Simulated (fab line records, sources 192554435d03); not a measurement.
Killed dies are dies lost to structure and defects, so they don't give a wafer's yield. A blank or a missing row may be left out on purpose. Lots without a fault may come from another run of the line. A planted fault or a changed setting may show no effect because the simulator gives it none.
fab line records | flow n5_finfet
record lots=10 wafers=30 last_day=20
route steps=1938 shown SD_EPI_P@314 ILD0@343 SDB@358 BEOL_M4@1111 PASSIVATION@1936
lots that met no fault: from a run of the same line without faults
start_h: hours from the record's first day to the start of the lot's first wafer shown | wait_h: hours since the lot's step before | " the same as in the row above | L1.1+2: a row that stands for several wafers | - no value, or no start given | * or withheld: withheld | < > ~ a bound
route shown NAME@n: a module of which the file shows steps, and the number in the route of the first | usual: mean/standard deviation of fault-free wafers | same: alike in all rows | chamber/n: place in a boat | sites: the reading at each site | _std_site: their standard deviation | _edge_site: outer sites' mean less inner sites' | radius_mm: how far each site lies from the wafer's centre | mask NAME#n: copy n | behind: the tool/chamber that last shaped the wafer | hold: why the lot was held/for how many hours/how that ended | device: the transistor (n, p or np) that didn't switch | end of line: the same wafers' tests at the end of the route | a step without rows: its recipe alone | killed: dies lost to structure and defects at the first sort, not the wafer's yield | map: a wafer's dies, x killed, . not, _ none there
set.NAME: the setting as run; set.NAME@STEP: as run at that earlier step | model.NAME: the simulator's own value behind a step, which no gauge read
steps of the route over a sample of lots; a table a step, a row a wafer
services: from which hour (start_h, from the record's first day; less than 0 if before it) a tool's chamber was out of use, for how many hours, and why
## steps
# step N5_SD_EPI_P_SD_RECESS_17
# recipe chemistry=HBr/Cl2/O2 target_depth_a=391 bt_time_s=3 pressure_mtorr=10 icp_w=800 bias_w=112 HBr_flow_sccm=150 Cl2_flow_sccm=80 O2_flow_sccm=12
# usual drypump_motor_current_A=5.8/0.52 oes_product_au=0.999/0.019 throttle_valve_pct=37.1/0.32
# columns lot.wafer tool chamber start_h wait_h drypump_motor_current_A oes_product_au rf_hours_counter_h throttle_valve_pct
L503.2 rie_si-04 3 66.52 0.0 5.3 1.013 146 37.1
L503.4 " 2 " " 6.3 1.000 98 37.1
L503.6 " 3 " " 5.3 1.015 - 37.0
L509.3 rie_si-04 3 100.75 0.0 5.3 1.004 147 37.1
L509.4 " 1 " " 5.3 1.007 193 37.1
L509.6 " 0 " " 5.9 0.964 - 36.9
L511.1 rie_si-02 0 116.89 0.0 6.0 0.996 181 37.1
L511.4 " 1 " " 6.1 1.005 146 37.6
L511.5 " 2 " " 6.1 1.021 - 37.0
L512.2 rie_si-02 1 123.19 0.0 6.1 1.002 146 37.6
L512.3 " 2 " " 6.1 1.025 0 37.0
L512.4 " 0 " " 6.0 0.998 181 37.1
L514.1 rie_si-05 1 130.30 0.0 5.0 0.973 31 36.8
L514.2 " 0 " " 5.0 0.975 194 37.1
L514.6 " 1 " " 5.0 0.972 - 36.8
L515.2 rie_si-05 0 136.04 0.0 5.0 0.981 194 37.2
L515.5 " 0 " " 5.0 0.978 - 37.1
L515.6 " 1 " " 5.0 0.972 - 36.8
L516.1 rie_si-04 1 143.33 0.0 5.3 1.018 194 37.1
L516.2 " 3 " " 5.3 1.006 148 37.1
L516.4 " 0 " " 5.9 0.969 2 36.9
L517.3 rie_si-05 1 152.07 0.0 5.0 0.973 31 36.8
L517.4 " 3 " " 5.4 1.012 - 37.4
L517.6 " 2 " " 5.7 0.973 - 37.8
L518.3 rie_si-05 1 157.02 0.0 5.0 0.972 32 36.8
L518.4 " 2 " " 5.7 0.986 - 37.8
L518.5 " 3 " " 5.4 1.016 - 37.4
L523.1 rie_si-04 3 186.31 0.0 5.3 1.018 149 37.1
L523.2 " 0 " " 5.9 0.963 3 37.0
L523.5 " 1 " " 5.3 0.995 - 37.1
# step N5_ILD0_ALD_15
# recipe material=SiNx target_thk_a=240 temp_c=400 ald_precursor_family=SiH2I2 ald_co_reactant=N2/H2-plasma pulse_time_s=1 ald_cycles=480 purge_time_s=2 co_reactant_purge_time_s=2 pressure_torr=2
# usual ald_cycles=480/0 heater_power_w=869/62 precursor_pulse_height_rel=1.002/0.02
# columns lot.wafer tool chamber start_h wait_h ald_cycles heater_power_w precursor_pulse_height_rel
L503.2 ald_sin-01 2 74.20 0.5 480 865 0.990
L503.4 " 0 " " 480 736 0.981
L503.6 " 1 75.29 1.1 480 908 1.023
L509.3 ald_sin-01 2 108.27 0.4 480 866 1.012
L509.4 " 0 " " 480 758 0.999
L509.6 " 1 109.36 1.1 480 903 1.022
L511.1 ald_sin-04 1 124.78 0.6 480 989 1.013
L511.4 " 0 125.87 1.3 480 888 1.024
L511.5 " 1 " " 480 979 1.001
L512.2 ald_sin-04 1 130.79 0.5 480 948 1.007
L512.3 " 0 " " 480 880 1.016
L512.4 " 0 131.88 1.4 480 869 1.033
L514.1 ald_sin-01 3 138.69 0.6 480 886 1.007
L514.2 " 1 " " 480 912 0.991
L514.6 " 0 139.78 1.1 480 736 1.001
L515.2 ald_sin-01 3 144.56 0.5 480 899 0.980
L515.5 " 3 145.65 1.2 426 888 1.038
L515.6 " 2 " " 426 895 0.980
L516.1 ald_sin-03 0 151.34 0.8 480 983 0.979
L516.2 " 1 " " 480 888 0.990
L516.4 " 3 " " 480 923 1.006
L517.3 ald_sin-04 0 159.83 0.4 480 877 1.022
L517.4 " 1 " " 480 990 0.987
L517.6 " 2 160.92 1.1 480 875 1.040
L518.3 ald_sin-01 0 164.55 0.4 480 735 0.986
L518.4 " 3 " " 480 900 0.981
L518.5 " 0 165.63 1.2 426 750 0.991
L523.1 ald_sin-04 3 194.57 0.7 480 812 0.994
L523.2 " 0 " " 480 857 1.006
L523.5 " 3 195.66 1.4 480 815 1.009
# step N5_ILD0_INSPECT_06
# recipe inspect_instrument=darkfield mode=post_cmp
# usual raw_defect_count=35/15
# columns lot.wafer tool chamber start_h wait_h raw_defect_count
L503.2 defect_inspect-01 - 76.72 0.0 27
L503.4 " - " " 63
L503.6 " - " " 28
L509.3 defect_inspect-02 - 110.79 0.0 25
L509.4 " - " " 16
L509.6 " - " " 51
L511.1 defect_inspect-01 - 127.30 0.0 24
L511.4 " - " " 44
L511.5 " - " " 33
L512.2 defect_inspect-02 - 133.31 0.0 28
L512.3 " - " " 47
L512.4 " - " " 34
L514.1 defect_inspect-02 - 141.21 0.0 41
L514.2 " - " " 51
L514.6 " - " " 43
L515.2 defect_inspect-02 - 147.09 0.0 54
L515.5 " - " " 36
L515.6 " - " " 53
L516.1 defect_inspect-02 - 153.86 0.0 24
L516.2 " - " " 22
L516.4 " - " " 24
L517.3 defect_inspect-01 - 162.36 0.0 40
L517.4 " - " " 43
L517.6 " - " " 70
L518.3 defect_inspect-02 - 167.16 0.0 14
L518.4 " - " " 18
L518.5 " - " " 28
L523.1 defect_inspect-01 - 197.09 0.0 23
L523.2 " - " " 24
L523.5 " - " " 32
# step N5_SDB_INSPECT_13
# recipe mode=adi inspect_instrument=brightfield
# usual raw_defect_count=75/30
# columns lot.wafer tool chamber start_h wait_h raw_defect_count
L503.2 defect_inspect-01 - 77.26 0.0 59
L503.4 " - " " 53
L503.6 " - " " 47
L509.3 defect_inspect-01 - 111.33 0.0 113
L509.4 " - " " 61
L509.6 " - " " 73
L511.1 defect_inspect-01 - 127.72 0.0 45
L511.4 " - " " 44
L511.5 " - " " 39
L512.2 defect_inspect-01 - 133.73 0.0 85
L512.3 " - " " 60
L512.4 " - " " 53
L514.1 defect_inspect-01 - 141.63 0.0 144
L514.2 " - " " 156
L514.6 " - " " 146
L515.2 defect_inspect-02 - 147.63 0.0 60
L515.5 " - " " 38
L515.6 " - " " 50
L516.1 defect_inspect-01 - 154.40 0.0 70
L516.2 " - " " 36
L516.4 " - " " 60
L517.3 defect_inspect-02 - 162.78 0.0 92
L517.4 " - " " 63
L517.6 " - " " 69
L518.3 defect_inspect-01 - 167.58 0.0 19
L518.4 " - " " 26
L518.5 " - " " 44
L523.1 defect_inspect-01 - 197.51 0.0 82
L523.2 " - " " 92
L523.5 " - " " 51
# step N5_BEOL_M4_RC_MEAS_101
# usual DIBL_N=36.1/2.3 DIBL_P=36/3.2 IOFF_N=0.16/0.045 IOFF_P=0.21/0.049 ION_N=674/14 ION_P=462/8.4 SS_N=71.6/0.83 SS_P=73.2/0.87 VT_N=249/3.8 VT_P=-250/3.4
# columns lot.wafer tool chamber start_h wait_h DIBL_N[mV/V] DIBL_P[mV/V] IOFF_N[nA/um] IOFF_P[nA/um] ION_N[uA/um] ION_P[uA/um] SS_N[mV/dec] SS_P[mV/dec] VT_N[mV] VT_P[mV]
L503.2 prober-01 0 266.49 0.2 36.3 33 0.14 0.18 650 449 71.9 72.9 254 -250
L503.4 " 0 " " 33.2 30 0.10 0.15 672 459 71.6 72.3 255 -253
L503.6 " 0 " " 36.7 35 0.14 0.21 682 470 72.0 73.0 253 -250
L509.3 prober-02 0 286.86 0.3 34.9 34 0.12 0.15 652 444 70.7 71.9 253 -255
L509.4 " 0 " " 36.0 36 0.14 0.19 668 456 71.9 73.5 251 -255
L509.6 " 0 " " 34.8 33 0.12 0.15 645 439 70.9 72.9 254 -257
L511.1 prober-01 0 303.85 0.0 33.8 34 0.16 0.22 667 462 71.5 73.0 248 -248
L511.4 " 0 " " 34.2 34 0.14 0.21 662 460 71.5 72.4 250 -249
L511.5 " 0 " " 34.2 34 0.15 0.21 684 474 71.1 73.1 248 -249
L512.2 prober-02 0 317.56 0.2 35.8 34 0.12 0.21 652 457 71.0 73.4 254 -251
L512.3 " 0 " " 35.1 34 0.13 0.20 662 464 71.3 71.6 251 -249
L512.4 " 0 " " 37.7 37 0.16 0.25 675 465 71.9 73.4 251 -247
L517.3 prober-01 0 329.74 0.3 31.4 30 0.09 0.13 645 446 69.8 72.4 255 -258
L517.4 " 0 " " 37.2 36 0.19 0.20 672 462 71.5 73.5 247 -249
L517.6 " 0 " " 36.4 35 0.16 0.19 668 458 71.4 73.7 250 -254
L516.1 prober-01 0 344.70 0.0 35.5 36 0.15 0.18 672 457 72.1 72.9 249 -253
L516.2 " 0 " " 37.7 38 0.20 0.22 686 463 71.2 74.2 244 -251
L516.4 " 0 " " 33.9 34 0.13 0.16 667 457 70.4 72.4 248 -255
L514.1 prober-02 0 344.81 0.0 37.5 37 0.18 0.23 666 457 72.6 73.9 248 -250
L514.2 " 0 " " 32.3 30 0.11 0.14 656 448 70.9 71.3 255 -256
L514.6 " 0 " " 33.1 31 0.11 0.15 658 453 71.1 72.1 252 -254
L515.2 prober-02 0 347.82 0.2 36.9 34 0.16 0.20 689 470 70.9 72.9 249 -247
L515.5 " 0 " " 38.7 37 0.19 0.24 693 472 71.8 74.2 243 -245
L515.6 " 0 " " 39.8 37 0.22 0.24 688 465 71.8 73.6 243 -247
L518.3 prober-01 0 355.20 0.3 34.4 36 0.14 0.16 672 458 71.9 72.9 251 -255
L518.4 " 0 " " 35.0 37 0.14 0.19 678 466 72.0 73.1 254 -256
L518.5 " 0 " " 35.4 37 0.15 0.19 676 465 72.3 73.5 251 -253
L523.1 prober-02 0 364.44 0.0 39.9 39 0.22 0.24 707 474 72.3 74.2 244 -250
L523.2 " 0 " " 36.0 34 0.14 0.17 661 450 70.8 73.0 250 -252
L523.5 " 0 " " 35.4 33 0.13 0.17 670 460 70.4 72.0 251 -248
# step N5_PASSIVATION_PROBE_49
# usual defect_limited_yield=90.9/1.6 killed_at_M0_to_M3=37/11 killed_at_M4_up=15/5.6 killed_at_contacts=13/6.4 killed_at_front_end=39/11 killed_at_other=4/3.1 killed_dies=107/19 killed_open=71/14 killed_short=34/7.8 sort_bin_5_function=5.3/1 sort_bin_6_memory=3.4/0.72 sort_bin_8_speed=0.0/0.42 sort_n_pass=1072/20 sort_yield_pct=90.9/1.7
# same gross_dies=1180 killed_at_back_side=0 sort_bin_4_leakage[%]=0
# columns lot.wafer tool chamber start_h wait_h defect_limited_yield[%] killed_at_M0_to_M3 killed_at_M4_up killed_at_contacts killed_at_front_end killed_at_other killed_dies killed_open killed_short sort_bin_5_function[%] sort_bin_6_memory[%] sort_bin_8_speed[%] sort_n_pass sort_yield_pct[%]
L503.2 prober-02 - 370.95 0.1 90.9 44 26 4 31 2 107 79 27 5.7 3.0 0 1073 90.9
L503.4 prober-02 - 371.05 0.2 92.0 41 10 6 34 3 94 60 31 4.5 3.1 0 1086 92.0
L503.6 prober-02 - 371.15 0.3 92.3 30 15 9 37 0 91 64 25 5.3 2.2 0 1089 92.3
L511.1 prober-01 - 435.53 0.0 88.5 56 12 16 46 6 136 83 49 6.5 4.3 0 1044 88.5
L511.4 prober-01 - 435.68 0.2 91.1 33 14 10 41 7 105 62 39 5.4 3.2 0 1075 91.1
L511.5 prober-01 - 435.73 0.2 90.8 32 19 12 45 1 109 78 31 5.8 3.1 0 1071 90.8
L512.2 prober-01 - 450.60 0.1 90.4 26 17 8 60 2 113 78 33 5.4 4.0 0 1067 90.4
L512.3 prober-01 - 450.65 0.1 89.4 32 20 12 54 7 125 83 41 5.9 4.0 0 1055 89.4
L512.4 prober-01 - 450.70 0.2 88.8 39 15 20 49 9 132 85 46 6.1 4.9 0 1048 88.8
L516.1 prober-02 - 467.60 0.0 93.1 32 7 8 32 2 81 49 28 3.1 3.1 0 1099 93.1
L516.2 prober-02 - 467.65 0.1 94.7 21 12 11 17 2 63 40 23 3.3 1.7 0 1117 94.7
L516.4 prober-02 - 467.75 0.2 93.6 17 12 3 42 1 75 49 26 4.3 1.7 0 1105 93.6
# killed by level:class
L503.2 BEOL_M0_SAQP:geometric_particle:open=15 BEOL_M4:geometric_particle:open=12 BEOL_M2:geometric_particle:open=11 BEOL_M3:geometric_particle:open=7 STI_FIN_REVEAL:geometric_particle:open=6 FIN_SAQP:geometric_particle:open=5 BEOL_M0_SAQP:geometric_particle:short=5 GATE_CUT:geometric_particle:open=4
L503.4 BEOL_M0_SAQP:geometric_particle:open=11 DUMMY_GATE:geometric_particle:open=8 BEOL_M0_SAQP:geometric_particle:short=8 BEOL_M3:geometric_particle:open=7 BEOL_M4:geometric_particle:open=6 BEOL_M2:geometric_particle:open=6 STI_FIN_REVEAL:geometric_particle:open=5 GATE_CUT:geometric_particle:short=4
L503.6 BEOL_M4:geometric_particle:open=9 FIN_SAQP:geometric_particle:open=7 STI_FIN_REVEAL:geometric_particle:open=7 MOL_CONTACT_COAG:geometric_particle:open=7 BEOL_M2:geometric_particle:open=7 BEOL_M3:geometric_particle:open=7 BEOL_M1:geometric_particle:open=4 STARTING-WAFER:geometric_particle:short=4
L511.1 MOL_CONTACT_COAG:geometric_particle:open=14 BEOL_M2:geometric_particle:open=14 FIN_SAQP:geometric_particle:short=13 BEOL_M3:geometric_particle:open=11 FIN_SAQP:geometric_particle:open=10 BEOL_M0_SAQP:geometric_particle:short=8 BEOL_M0_SAQP:geometric_particle:open=8 STI_FIN_REVEAL:geometric_particle:open=7
L511.4 FIN_SAQP:geometric_particle:short=15 MOL_CONTACT_COAG:geometric_particle:open=8 BEOL_M0_SAQP:geometric_particle:open=8 BEOL_M2:geometric_particle:open=8 FIN_SAQP:geometric_particle:open=6 BEOL_M0:geometric_particle:short=5 BEOL_M4:geometric_particle:open=5 BEOL_M5:geometric_particle:open=5
L511.5 STI_FIN_REVEAL:geometric_particle:open=19 BEOL_M2:geometric_particle:open=18 FIN_SAQP:geometric_particle:short=10 MOL_CONTACT_COAG:geometric_particle:open=10 BEOL_M4:geometric_particle:open=9 BEOL_M0_SAQP:geometric_particle:short=5 FIN_SAQP:geometric_particle:open=4 STI_FIN_REVEAL:geometric_particle:short=4
L512.2 STI_FIN_REVEAL:geometric_particle:open=25 FIN_SAQP:geometric_particle:short=9 BEOL_M0_SAQP:geometric_particle:open=9 BEOL_M4:geometric_particle:open=9 BEOL_M0_SAQP:geometric_particle:short=8 FIN_SAQP:geometric_particle:open=6 MOL_CONTACT_COAG:geometric_particle:open=5 BEOL_M3:geometric_particle:open=5
L512.3 STI_FIN_REVEAL:geometric_particle:open=19 BEOL_M4:geometric_particle:open=13 BEOL_M0_SAQP:geometric_particle:short=10 BEOL_M0_SAQP:geometric_particle:open=9 STI_FIN_REVEAL:geometric_particle:short=7 MOL_CONTACT_COAG:geometric_particle:open=7 FIN_SAQP:geometric_particle:open=5 DUMMY_GATE:geometric_particle:open=5
L512.4 STI_FIN_REVEAL:geometric_particle:open=15 MOL_CONTACT_COAG:geometric_particle:open=15 FIN_SAQP:geometric_particle:open=12 FIN_SAQP:geometric_particle:short=10 BEOL_M0_SAQP:geometric_particle:open=10 BEOL_M0_SAQP:geometric_particle:short=9 BEOL_M4:geometric_particle:open=9 BEOL_M2:geometric_particle:open=8
L516.1 BEOL_M3:geometric_particle:open=10 BEOL_M1:geometric_particle:open=8 MOL_CONTACT_COAG:geometric_particle:open=6 FIN_SAQP:geometric_particle:open=5 GATE_CUT:geometric_particle:short=4 BEOL_M0_SAQP:geometric_particle:open=4 STARTING-WAFER:geometric_particle:short=4 ILD0:geometric_particle:open=3
L516.2 FIN_SAQP:geometric_particle:short=9 MOL_CONTACT_COAG:geometric_particle:open=9 BEOL_M2:geometric_particle:open=7 BEOL_M3:geometric_particle:open=4 BEOL_M4:geometric_particle:open=4 BEOL_M0:geometric_particle:open=3 BEOL_M1:geometric_particle:short=3 BEOL_M6:geometric_particle:open=3
L516.4 STI_FIN_REVEAL:geometric_particle:open=11 FIN_SAQP:geometric_particle:open=6 ILD0:geometric_particle:short=5 ILD0:geometric_particle:open=4 BEOL_M0:geometric_particle:open=4 BEOL_M2:geometric_particle:open=3 BEOL_M4:geometric_particle:open=3 BEOL_M5:geometric_particle:open=3
## services
# columns tool chamber start_h hours kind
rie_si-02 2 58.98 4.3 repair
ald_sin-04 - 64.86 0.8 repair
rie_si-05 - 66.79 14.3 repair
rie_si-02 - 69.10 0.4 repair
ald_sin-03 3 78.05 2.7 repair
rie_si-02 2 78.99 - clean
rie_si-02 2 78.99 24.0 scheduled_down
rie_si-02 2 78.99 24.0 vent_cycle
rie_si-04 1 86.45 8.8 repair
ald_sin-03 0 102.01 11.3 repair
ald_sin-04 3 122.15 16.0 repair
rie_si-05 0 141.82 21.8 repair
rie_si-04 1 147.08 - clean
rie_si-04 1 147.08 18.7 scheduled_down
rie_si-04 1 147.08 18.7 vent_cycle
ald_sin-03 0 159.56 17.0 repair
rie_si-05 0 163.63 - clean
rie_si-05 0 163.63 23.6 scheduled_down
rie_si-05 0 163.63 23.6 vent_cycle
rie_si-04 1 170.68 5.3 repair
ald_sin-04 0 172.52 3.1 repair
ald_sin-03 - 178.22 14.0 pm
ald_sin-03 0 178.22 14.0 vent_cycle
ald_sin-03 1 178.22 14.0 vent_cycle
## key
first_sign step=N5_ILD0_ALD_15 reading=ald_cycles direction=down sigmas=99+ usual=* struck=*
effect none on later readings
met_at N5_ILD0_ALD_15
struck_lots L515,L518
struck_wafers L515.5,L515.6,L518.5
not_acting_at N5_SD_EPI_P_SD_RECESS_17,N5_ILD0_INSPECT_06,N5_SDB_INSPECT_13
onset_between 138.69 144.56
fault kind=process_parameter_drift tool=ald_sin-01 chamber=- onset_h=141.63 steps=N5_ILD0_ALD_15 channel=ald_cycles offset=* shape=step end_h=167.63 scope=struck_wafers_only acts_in=* stated=*
